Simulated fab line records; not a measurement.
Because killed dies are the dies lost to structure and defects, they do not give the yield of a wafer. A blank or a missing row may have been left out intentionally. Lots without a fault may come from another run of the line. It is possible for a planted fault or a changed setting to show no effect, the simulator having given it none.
Matching of chambers | flow nand_harc | 4 sister chambers for NHARC_P_M1_ETCH_35 on rie_diel-09
The step etches the open film in N2/H2, target depth 40 nm, overetch 12 nm, time 43.94 s. 4 wafers are shown with their chamber, then 12 later ones without.

== WAFERS WITH THEIR CHAMBER ==
wafer  | chamber | drypump_motor_current_A (A)
L082.6 | 3       | 5.9
L084.1 | 2       | 5.8
L084.4 | 0       | 6.1
L084.6 | 1       | 5.9

== WAFERS WHOSE CHAMBER IS MISSING ==
wafer  | drypump_motor_current_A (A)
L090.1 | 5.9
L090.5 | 5.9
L090.6 | 5.8
L093.1 | 6.0
L093.2 | 5.9
L093.4 | 5.8
L092.1 | 5.9
L092.5 | 5.8
L092.6 | 5.9
L094.2 | 5.8
L094.3 | 6.1
L094.6 | 6.0

== WHICH CHAMBER EACH ONE RAN IN ==
wafer  | from the rows above          | in truth
L090.1 | can't be placed: 1 or 3      | 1
L090.5 | can't be placed: 1 or 3      | 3
L090.6 | 2                            | 2
L093.1 | can't be placed: 0 or 1 or 3 | 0
L093.2 | can't be placed: 1 or 3      | 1
L093.4 | 2                            | 2
L092.1 | can't be placed: 1 or 3      | 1
L092.5 | 2                            | 2
L092.6 | can't be placed: 1 or 3      | 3
L094.2 | 2                            | 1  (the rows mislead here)
L094.3 | 0                            | 0
L094.6 | can't be placed: 0 or 1 or 3 | 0
Placed correctly: 4 of 12. Unplaceable from these rows: 7, with the true chamber sitting among the candidates in 7. Wrongly placed: 1.
How it was worked out, from the rows above alone: a wafer's distance from a chamber is the root of the sum, over the readings, of the square of ((its reading less the chamber's mean) divided by the reading's scatter). The wafer belongs to the nearest chamber; if the next one is less than 2 further off, it can't be placed. A chamber's mean is the mean of its shown wafers. The scatter: root of mean squared gap, hidden wafer to nearest shown wafer, with one shown wafer a chamber.
